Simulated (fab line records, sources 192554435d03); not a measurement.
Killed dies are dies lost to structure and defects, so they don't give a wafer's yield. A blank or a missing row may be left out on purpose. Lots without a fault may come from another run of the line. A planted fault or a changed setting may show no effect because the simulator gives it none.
fab line records | flow n5_finfet | part 2 of 2: steps 4 to 6 of 6
record lots=24 wafers=72 last_day=18
route steps=1938 shown PMOS_HMC_CHANNEL_EPI@69 FIN_SAQP@100
lots that met no fault: from a run of the same line without faults
start_h: hours from the record's first day to the start of the lot's first wafer shown | wait_h: hours since the lot's step before | " the same as in the row above | L1.1+2: a row that stands for several wafers | - no value, or no start given | * or withheld: withheld | < > ~ a bound
route shown NAME@n: a module of which the file shows steps, and the number in the route of the first | usual: mean/standard deviation of fault-free wafers | same: alike in all rows | chamber/n: place in a boat | sites: the reading at each site | _std_site: their standard deviation | _edge_site: outer sites' mean less inner sites' | radius_mm: how far each site lies from the wafer's centre | mask NAME#n: copy n | behind: the tool/chamber that last shaped the wafer | hold: why the lot was held/for how many hours/how that ended | device: the transistor (n, p or np) that didn't switch | end of line: the same wafers' tests at the end of the route | a step without rows: its recipe alone | killed: dies lost to structure and defects at the first sort, not the wafer's yield | map: a wafer's dies, x killed, . not, _ none there
set.NAME: the setting as run; set.NAME@STEP: as run at that earlier step | model.NAME: the simulator's own value behind a step, which no gauge read
steps of the route over a sample of lots; a table a step, a row a wafer
services: from which hour (start_h, from the record's first day; less than 0 if before it) a tool's chamber was out of use, for how many hours, and why
## steps
# step N5_FIN_SAQP_MANDREL2_REMOVE_60
# recipe chemistry=HBr/Cl2/O2 bt_time_s=10 target=a-Si stop_on=SiNx endpoint=OES-SiCl over_etch_frac=1 icp_w=600 bias_w=22 HBr_flow_sccm=150 Cl2_flow_sccm=80 O2_flow_sccm=5 pressure_mtorr=10
# usual drypump_motor_current_A=5.9/0.45 oes_product_au=1.008/0.016 throttle_valve_pct=36.89/0.24
# columns lot.wafer tool chamber start_h wait_h drypump_motor_current_A oes_product_au rf_hours_counter_h throttle_valve_pct
L074.2 rie_si-06 1 25.18 0.1 5.3 0.995 121 36.52
L074.3 " 0 " " 5.8 1.016 7 37.42
L074.4 " 2 " " 6.7 0.999 8 36.90
L075.1 rie_si-06 0 32.00 0.1 5.7 1.019 7 37.43
L075.2 " 3 " " 6.0 0.976 168 36.88
L075.3 " 1 " " 5.4 0.998 121 36.53
L076.1 rie_si-06 2 37.59 0.1 6.7 1.002 8 36.89
L076.2 " 1 " " 5.3 0.991 121 36.53
L076.5 " 2 " " 6.7 1.009 - 36.92
L077.3 rie_si-06 3 43.31 0.1 6.1 0.981 168 36.89
L077.4 " 1 " " 5.3 0.996 121 36.52
L077.6 " 0 " " 5.7 1.000 - 37.41
L078.4 rie_si-02 3 49.15 0.1 6.3 1.007 121 36.66
L078.5 " 0 " " 6.2 1.006 - 36.84
L078.6 " 3 " " 6.4 1.011 - 36.66
L079.2 rie_si-06 0 55.41 0.1 5.7 1.008 8 37.41
L079.3 " 3 " " 6.0 0.975 168 36.89
L079.6 " 0 " " 5.7 1.009 - 37.43
L080.1 rie_si-06 0 60.98 0.1 5.8 1.005 8 37.42
L080.3 " 1 " " 5.3 0.991 122 36.52
L080.4 " 2 " " 6.7 0.998 9 36.92
L081.1 rie_si-05 2 68.53 0.1 5.5 1.025 26 36.86
L081.2 " 3 " " 5.9 0.996 15 37.14
L081.6 " 0 " " 5.4 1.010 - 36.89
L082.2 rie_si-05 0 73.57 0.1 5.4 1.015 37 36.88
L082.4 " 2 " " 5.6 1.025 26 36.87
L082.5 " 1 " " 6.3 1.019 - 36.91
L083.3 rie_si-05 0 81.11 0.1 5.4 1.014 37 36.88
L083.4 " 3 " " 5.9 0.986 15 37.15
L083.5 " 0 " " 5.4 1.005 - 36.88
L084.1 rie_si-02 1 86.07 0.1 5.7 1.019 128 36.80
L084.5 " 2 " " 6.4 1.030 - 36.55
L084.6 " 3 " " 6.4 1.003 - 36.66
L085.2 rie_si-05 3 93.40 0.1 5.9 0.990 16 37.14
L085.4 " 1 " " 6.3 1.024 166 36.93
L085.5 " 0 " " 5.4 1.021 - 36.88
L086.2 rie_si-05 0 100.74 0.1 5.4 0.999 37 36.89
L086.3 " 3 " " 5.9 0.996 16 37.14
L086.6 " 2 " " 5.5 1.027 - 36.87
L087.2 rie_si-05 1 105.79 0.1 6.3 1.030 166 36.92
L087.3 " 2 " " 5.6 1.028 27 36.87
L087.5 " 3 " " 5.9 0.989 - 37.16
L088.1 rie_si-02 3 110.09 0.1 6.4 1.005 122 36.67
L088.4 " 0 " " 6.2 1.007 108 36.84
L088.5 " 3 " " 6.4 1.007 - 36.66
L089.2 rie_si-05 1 115.30 0.1 6.3 1.036 166 36.91
L089.3 " 2 " " 5.5 1.039 27 36.86
L089.6 " 0 " " 5.4 1.014 - 36.90
L090.2 rie_si-06 1 121.79 0.1 5.4 1.005 123 36.51
L090.3 " 2 " " 6.8 1.010 10 36.91
L090.5 " 0 " " 5.8 0.998 - 37.40
L091.1 rie_si-02 1 127.86 0.1 5.7 1.009 129 36.80
L091.4 " 3 " " 6.4 1.000 122 36.66
L091.5 " 3 " " 6.4 0.997 - 36.66
L092.1 rie_si-05 0 134.85 0.1 5.4 1.005 38 36.89
L092.2 " 3 " " 5.9 0.996 17 37.17
L092.3 " 1 " " 6.3 1.043 167 36.92
L093.3 rie_si-05 0 141.58 0.1 5.4 1.010 38 36.89
L093.5 " 0 " " 5.4 1.008 - 36.91
L093.6 " 1 " " 6.3 1.047 - 36.93
L094.1 rie_si-05 3 146.04 0.1 5.9 0.982 17 37.16
L094.4 " 0 " " 5.4 1.006 38 36.89
L094.5 " 2 " " 5.6 1.021 - 36.87
L095.2 rie_si-02 1 151.32 0.1 5.6 1.014 129 36.82
L095.4 " 0 " " 6.2 1.023 109 36.84
L095.6 " 0 " " 6.3 1.011 - 36.85
L096.1 rie_si-06 0 157.79 0.1 5.7 1.018 10 37.41
L096.2 " 3 " " 6.0 0.977 170 36.89
L096.4 " 1 " " 5.4 1.005 124 36.51
L097.2 rie_si-06 3 163.05 0.1 6.0 0.982 170 36.89
L097.4 " 0 " " 5.8 1.015 10 37.43
L097.5 " 3 " " 6.0 0.981 - 36.88
# step N5_FIN_SAQP_CD_MEAS_31
# recipe target_cd_nm=8 landing_energy_ev=1000 detector=se_inlens polarity=line
# usual cd_nm=8.11/0.23
# columns lot.wafer tool chamber start_h wait_h cd_nm
L074.2 cd_sem-02 0 25.30 0.1 8.24
L074.3 " 0 " " 7.94
L074.4 " 0 " " 8.23
L075.1 cd_sem-03 0 32.11 0.1 7.91
L075.2 " 0 " " 7.72
L075.3 " 0 " " 8.55
L076.1 cd_sem-01 0 37.70 0.1 7.73
L076.2 " 0 " " 7.97
L076.5 " 0 " " 8.41
L077.3 cd_sem-03 0 43.43 0.1 8.45
L077.4 " 0 " " 8.16
L077.6 " 0 " " 8.43
L078.4 cd_sem-01 0 49.27 0.1 7.95
L078.5 " 0 " " 8.21
L078.6 " 0 " " 7.93
L079.2 cd_sem-01 0 55.52 0.1 7.84
L079.3 " 0 " " 7.85
L079.6 " 0 " " 8.49
L080.1 cd_sem-01 0 61.09 0.1 8.51
L080.3 " 0 " " 8.09
L080.4 " 0 " " 8.33
L081.1 cd_sem-03 0 68.64 0.1 7.92
L081.2 " 0 " " 8.24
L081.6 " 0 " " 8.19
L082.2 cd_sem-01 0 73.68 0.1 8.02
L082.4 " 0 " " 8.10
L082.5 " 0 " " 8.65
L083.3 cd_sem-01 0 81.23 0.1 7.99
L083.4 " 0 " " 8.66
L083.5 " 0 " " 8.56
L084.1 cd_sem-01 0 86.17 0.1 8.29
L084.5 " 0 " " 8.51
L084.6 " 0 " " 7.94
L085.2 cd_sem-02 0 93.51 0.1 8.31
L085.4 " 0 " " 8.36
L085.5 " 0 " " 7.94
L086.2 cd_sem-01 0 100.86 0.1 8.12
L086.3 " 0 " " 8.08
L086.6 " 0 " " 8.38
L087.2 cd_sem-02 0 105.91 0.1 7.85
L087.3 " 0 " " 7.66
L087.5 " 0 " " 8.45
L088.1 cd_sem-03 0 110.21 0.1 7.64
L088.4 " 0 " " 7.78
L088.5 " 0 " " 7.97
L089.2 cd_sem-03 0 115.41 0.1 8.27
L089.3 " 0 " " 7.94
L089.6 " 0 " " 8.52
L090.2 cd_sem-02 0 121.91 0.1 8.00
L090.3 " 0 " " 7.67
L090.5 " 0 " " 8.23
L091.1 cd_sem-02 0 127.97 0.1 8.38
L091.4 " 0 " " 8.00
L091.5 " 0 " " 7.86
L092.1 cd_sem-01 0 134.96 0.1 7.64
L092.2 " 0 " " 7.95
L092.3 " 0 " " 8.18
L093.3 cd_sem-03 0 141.70 0.1 7.96
L093.5 " 0 " " 8.31
L093.6 " 0 " " 8.60
L094.1 cd_sem-03 0 146.15 0.1 8.22
L094.4 " 0 " " 8.13
L094.5 " 0 " " 8.18
L095.2 cd_sem-03 0 151.44 0.1 8.22
L095.4 " 0 " " 7.97
L095.6 " 0 " " 7.99
L096.1 cd_sem-02 0 157.90 0.1 8.11
L096.2 " 0 " " 8.11
L096.4 " 0 " " 8.02
L097.2 cd_sem-02 0 163.17 0.1 8.10
L097.4 " 0 " " 8.27
L097.5 " 0 " " 8.09
# step N5_FIN_SAQP_STRIP_77
# recipe chemistry=N2/H2 time_s=90 power_w=100 temp_c=40 pressure_mtorr=100 rf_frequency_hz=6e+07 bias_power_w=3 n2_flow_sccm=300 h2_flow_sccm=300
# usual drypump_motor_current_A=5.6/0.34 oes_product_au=0.80/0.098 rf_vpp_V=45.4/0.76 showerhead_plenum_p_Torr=3.42/0.1 throttle_valve_pct=12.2/0.35
# columns lot.wafer tool chamber start_h wait_h drypump_motor_current_A oes_product_au rf_hours_counter_h rf_vpp_V showerhead_plenum_p_Torr throttle_valve_pct
L074.2 rie_diel-03 2 25.44 0.0 5.7 0.70 232 45.5 3.20 12.3
L074.3 " 0 " " 5.0 0.68 245 44.5 3.32 12.6
L074.4 " 2 " " 5.7 0.70 - 45.7 3.20 12.3
L075.1 rie_diel-04 1 32.25 0.0 5.7 0.69 206 45.7 3.48 12.4
L075.2 " 3 " " 5.5 0.69 237 45.6 3.46 12.1
L075.3 " 0 " " 5.4 0.94 6 44.8 3.61 12.2
L076.1 rie_diel-06 0 37.84 0.0 5.5 0.77 146 45.7 3.38 12.0
L076.2 " 3 " " 6.5 0.74 158 45.7 3.51 12.4
L076.5 " 3 " " 6.5 0.74 - 45.1 3.51 12.4
L077.3 rie_diel-03 1 43.56 0.0 5.6 0.73 181 45.1 3.36 12.2
L077.4 " 1 " " 5.6 0.73 - 45.4 3.36 12.2
L077.6 " 3 " " 5.7 0.70 - 45.2 3.49 12.8
L078.4 rie_diel-04 0 49.51 0.0 5.4 0.91 - 46.4 3.60 12.2
L078.5 " 1 " " 5.8 0.69 - 46.1 3.48 12.4
L078.6 " 3 " " 5.5 0.68 - 46.6 3.46 12.2
L079.2 rie_diel-06 3 55.66 0.0 6.5 0.74 164 46.2 3.51 12.4
L079.3 " 0 " " 5.5 0.76 153 44.4 3.38 12.0
L079.6 " 3 " " 6.5 0.74 - 47.3 3.51 12.4
L080.1 rie_diel-03 2 61.23 0.0 5.7 0.68 246 45.8 3.19 12.3
L080.3 " 3 " " 5.7 0.70 215 45.5 3.49 12.8
L080.4 " 2 " " 5.6 0.69 - 45.3 3.19 12.3
L081.1 rie_diel-06 1 68.91 0.0 5.3 0.79 97 46.1 3.28 12.4
L081.2 " 2 " " 5.0 0.86 52 46.0 3.30 12.2
L081.6 " 1 " " 5.4 0.80 - 45.3 3.28 12.4
L082.2 rie_diel-04 0 73.82 0.0 5.4 0.89 24 46.7 3.59 12.3
L082.4 " 2 " " 5.7 0.94 - 46.3 3.46 11.6
L082.5 " 0 " " 5.4 0.89 - 45.8 3.59 12.2
L083.3 rie_diel-04 0 81.36 0.0 5.4 0.88 27 45.5 3.59 12.3
L083.4 " 3 " " 5.5 1.01 0 45.7 3.45 11.6
L083.5 " 0 " " 5.4 0.88 - 45.6 3.59 12.3
L084.1 rie_diel-03 3 86.40 0.0 5.7 0.70 226 45.3 3.48 12.8
L084.5 " 0 " " 5.1 0.94 - 45.2 3.32 12.0
L084.6 " 1 " " 5.6 0.72 - 45.1 3.35 12.3
L085.2 rie_diel-06 1 93.72 0.0 5.4 0.79 103 45.2 3.28 12.4
L085.4 " 3 " " 6.5 0.73 177 46.6 3.50 12.5
L085.5 " 2 " " 5.0 0.85 - 45.2 3.29 12.3
L086.2 rie_diel-03 1 100.99 0.0 5.5 0.70 206 46.2 3.34 12.3
L086.3 " 3 " " 5.7 0.69 231 45.7 3.48 12.8
L086.6 " 0 " " 5.1 0.93 - 44.7 3.31 12.0
L087.2 rie_diel-03 0 106.05 0.0 5.1 0.91 16 45.3 3.31 12.0
L087.3 " 1 " " 5.6 0.71 208 44.0 3.34 12.3
L087.5 " 3 " " 5.7 0.68 - 45.6 3.48 12.8
L088.1 rie_diel-04 2 110.35 0.0 5.7 0.90 22 46.0 3.45 11.6
L088.4 " 1 " " 5.8 0.67 237 47.0 3.47 12.5
L088.5 " 0 " " 5.4 0.86 - 45.6 3.59 12.3
L089.2 rie_diel-06 3 115.55 0.0 6.5 0.72 185 45.7 3.49 12.5
L089.3 " 2 " " 5.0 0.85 69 45.6 3.29 12.3
L089.6 " 2 " " 5.0 0.83 - 44.3 3.29 12.3
L090.2 rie_diel-04 3 122.04 0.0 5.5 0.94 13 44.9 3.44 11.6
L090.3 " 1 " " 5.8 0.68 240 45.0 3.46 12.5
L090.5 " 2 " " 5.7 0.90 - 45.1 3.45 11.6
L091.1 rie_diel-03 0 128.15 0.0 5.1 0.91 20 45.5 3.31 12.0
L091.4 " 2 " " 5.7 0.92 8 46.1 3.59 11.7
L091.5 " 3 " " 5.7 0.68 - 46.1 3.47 12.9
L092.1 rie_diel-04 1 135.10 0.0 5.8 0.66 245 44.7 3.46 12.5
L092.2 " 2 " " 5.7 0.88 30 45.5 3.45 11.7
L092.3 " 0 " " 5.4 0.84 46 46.3 3.58 12.3
L093.3 rie_diel-03 1 141.84 0.0 5.6 0.70 223 47.1 3.33 12.3
L093.5 " 3 " " 5.7 0.69 - 45.6 3.47 12.9
L093.6 " 2 " " 5.7 0.91 - 44.8 3.59 11.7
L094.1 rie_diel-04 3 146.29 0.0 5.5 0.91 22 46.5 3.44 11.6
L094.4 " 0 " " 5.4 0.84 51 44.9 3.58 12.3
L094.5 " 2 " " 5.7 0.87 - 44.3 3.45 11.7
L095.2 rie_diel-06 1 151.74 0.0 5.4 0.77 124 44.7 3.27 12.5
L095.4 " 2 " " 5.0 0.83 82 45.6 3.28 12.3
L095.6 " 3 " " 6.5 0.72 - 46.5 3.49 12.5
L096.1 rie_diel-04 0 158.04 0.0 5.4 0.84 55 45.0 3.58 12.3
L096.2 " 3 " " 5.5 0.92 27 45.6 3.44 11.6
L096.4 " 2 " " 5.7 0.87 - 44.8 3.44 11.7
L097.2 rie_diel-04 3 163.30 0.0 5.5 0.91 29 44.5 3.44 11.6
L097.4 " 2 " " 5.7 0.87 - 44.8 3.44 11.7
L097.5 " 3 " " 5.5 0.91 - 43.8 3.44 11.6
## services
# columns tool chamber start_h hours kind
rie_diel-05 - -6.25 2.8 pm
pecvd-01 0 1.91 1.9 repair
rie_diel-04 0 2.96 - clean
rie_diel-01 - 8.75 14.6 pm
pecvd-01 0 14.79 16.4 repair
rie_si-06 3 16.62 3.0 repair
rie_diel-06 2 19.45 22.1 repair
pecvd-01 - 19.75 1.6 repair
rie_diel-03 3 22.21 6.4 repair
rie_si-06 3 29.52 1.1 repair
rie_si-06 2 46.95 3.9 repair
rie_diel-02 0 49.56 4.1 repair
rie_diel-06 1 51.39 1.4 repair
pecvd-04 1 59.50 10.1 repair
rie_diel-05 0 72.95 3.1 repair
rie_diel-01 - 73.88 0.1 repair
rie_diel-05 3 94.96 1.2 repair
rie_diel-03 0 111.09 14.0 repair
rie_si-02 2 112.56 4.6 repair
rie_si-05 0 120.19 1.3 repair
pecvd-04 - 127.70 0.8 pm
rie_si-05 2 133.14 7.7 repair
pecvd-02 - 137.13 1.7 repair
rie_diel-01 3 147.65 1.5 repair
